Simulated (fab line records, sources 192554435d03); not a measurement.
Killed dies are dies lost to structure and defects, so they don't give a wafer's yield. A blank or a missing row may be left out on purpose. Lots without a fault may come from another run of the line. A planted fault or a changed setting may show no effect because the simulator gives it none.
A struck lot beside a sound one | flow n5_finfet | 16 steps out of a route of 1938
Sound: wafers L903.3, L903.4, L903.5. Struck: wafers L907.2, L907.3, L907.6. The cause comes at the end.
At each step with rows: each side's tool, then ch and its chambers, then its first start. Under that, the readings that differ: sound wafers | struck wafers | difference of the means | sigmas: that difference in standard deviations of wafers without a fault.
alike: readings whose means differ by less than 2 such deviations, and words and numbers that are the same on both sides. not compared: withheld readings, readings that some wafer has no value for, bounds like >300 that may hide the same value, and numbers for which the record gives no deviation and whose values overlap.
The two part at a step that has a row with sigmas, a row that says differs or no value, or rows on one side only. Numbers that don't overlap but have no deviation are shown without sigmas and don't part them. A reading that every wafer of one side lacks parts them only if that side has two wafers or more.

N5_BEOL_M0_SAQP_RECESS_104: chemistry HF/NH3, target SiO2, target depth 18 nm, afs cycles 3, sublimation time 60 s.
  sound on vapor_etch-02 ch 0,1, day 7 06:19; struck on vapor_etch-01 ch 0,1, day 8 05:56
  alike: drypump_motor_current_A
then, 1 step without rows for these wafers: N5_BEOL_M0_SAQP_COAT_105 (time 60 s, resist thk 100 nm).
N5_BEOL_M0_SAQP_ETCH_106: etches SOC in N2/H2, stops on SiNx, target depth 150 nm.
  sound on rie_diel-01 ch 1,2, day 7 07:01; struck on rie_diel-01 ch 0,1,3, day 8 06:23
  alike: chamber_pressure_mTorr, drypump_motor_current_A, oes_product_au, rf_vpp_V, showerhead_plenum_p_Torr, throttle_valve_pct
  not compared: rf_hours_counter_h
N5_BEOL_M0_SAQP_ETCH_107: etches SiNx in CH3F/O2, target depth 30 nm.
  sound on rie_diel-01 ch 1,2, day 7 07:04; struck on rie_diel-01 ch 0,1,3, day 8 06:27
  alike: chamber_pressure_mTorr, drypump_motor_current_A, mfc_ar_sccm, oes_ar_750_au, oes_product_au, rf_vpp_V, showerhead_plenum_p_Torr, throttle_valve_pct
  not compared: rf_hours_counter_h
then, 2 steps without rows for these wafers: N5_BEOL_M0_SAQP_STRIP_108 (strips in N2/H2); N5_BEOL_M0_SAQP_RECESS_109 (chemistry HF/NH3, target SiO2, target depth 3 nm, afs cycles 1, sublimation time 60 s).
N5_BEOL_M0_SAQP_SPACER2_ALD_26: deposits SiO2, target thk 15 nm, pulse time 1 s, purge time 2 s.
  sound on ald_sin-03 ch 1,2, day 7 07:19; struck on ald_sin-01 ch 0,1,3, day 8 06:41
  alike: heater_power_w, precursor_pulse_height_rel
  not compared: since_wet_clean_h
N5_BEOL_M0_SAQP_SPACER2_ETCHBACK_27: etches SiO2 in CHF3/O2, target depth 22.5 nm, time 11.25 s.
  sound on rie_diel-01 ch 0,3, day 7 08:03; struck on rie_diel-01 ch 0,1,3, day 8 07:27
  alike: chamber_pressure_mTorr, drypump_motor_current_A, mfc_ar_sccm, oes_ar_750_au, oes_product_au, rf_vpp_V, showerhead_plenum_p_Torr, throttle_valve_pct
  not compared: rf_hours_counter_h
then, 1 step without rows for these wafers: N5_BEOL_M0_SAQP_MANDREL2_REMOVE_110 (chemistry HBr/Cl2/O2, target a-Si, stops on SiCN, bt time 10 s).
N5_BEOL_M0_SAQP_CD_MEAS_29: target cd 14.4 nm.
  sound on cd_sem-03 ch 0, day 7 08:15; struck on cd_sem-03 ch 0, day 8 07:39
  alike: cd_nm
then, 2 steps without rows for these wafers: N5_BEOL_M0_SAQP_COAT_69 (time 60 s, resist thk 90 nm); N5_BEOL_M0_SAQP_COAT_72 (time 60 s, resist thk 15 nm).
N5_BEOL_M0_SAQP_COAT_87: time 60 s, resist thk 5 nm.
  sound on litho_track-03 ch 0, day 7 08:17; struck on litho_track-02 ch 0, day 8 07:41
  reading                  | sound                | struck               | difference | sigmas
  heater_power_total_W (W) | 389.7 392.6 390.1    | 429.9 424.9 426.0    | +36.1      | +26
  plate_temp_C (C)         | 204.96 204.90 205.06 | 219.76 219.77 219.48 | +14.70     | +82
then, 1 step without rows for these wafers: N5_BEOL_M0_SAQP_COAT_34 (resist thk 30 nm).
-- the record jumps here: 2 days lie between the struck wafers' starts before and after (it left off in module BEOL_M0_SAQP and takes up again in module BEOL_M4, whose first step shown is number 1111 of the route) --
N5_BEOL_M4_RC_MEAS_101:
  sound on prober-02 ch 0, day 9 13:06; struck on prober-01 ch 0, day 10 14:04
  alike: DIBL_N, DIBL_P, IOFF_N, IOFF_P, ION_N, ION_P, SS_N, SS_P, VT_N, VT_P
-- the record jumps here: 4 days lie between the struck wafers' starts before and after (it left off in module BEOL_M4 and takes up again in module PASSIVATION, whose first step shown is number 1936 of the route) --
N5_PASSIVATION_PROBE_49:
  sound on prober-01, day 13 17:41; struck on prober-02, day 14 19:55
  alike: defect_limited_yield, killed_at_M0_to_M3, killed_at_M4_up, killed_at_contacts, killed_at_front_end, killed_at_other, killed_dies, killed_open, killed_short, sort_bin_5_function, sort_bin_6_memory, sort_bin_8_speed, sort_n_pass, sort_yield_pct

WHERE THEY PART
Only at N5_BEOL_M0_SAQP_COAT_87, within this record. Later steps at which nothing parts them and some readings are alike: N5_BEOL_M4_RC_MEAS_101, N5_PASSIVATION_PROBE_49.

WHY: what the simulator had put in
Process parameter drift: litho_track-02, from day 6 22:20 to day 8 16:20, at N5_BEOL_M0_SAQP_COAT_87. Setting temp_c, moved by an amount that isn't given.
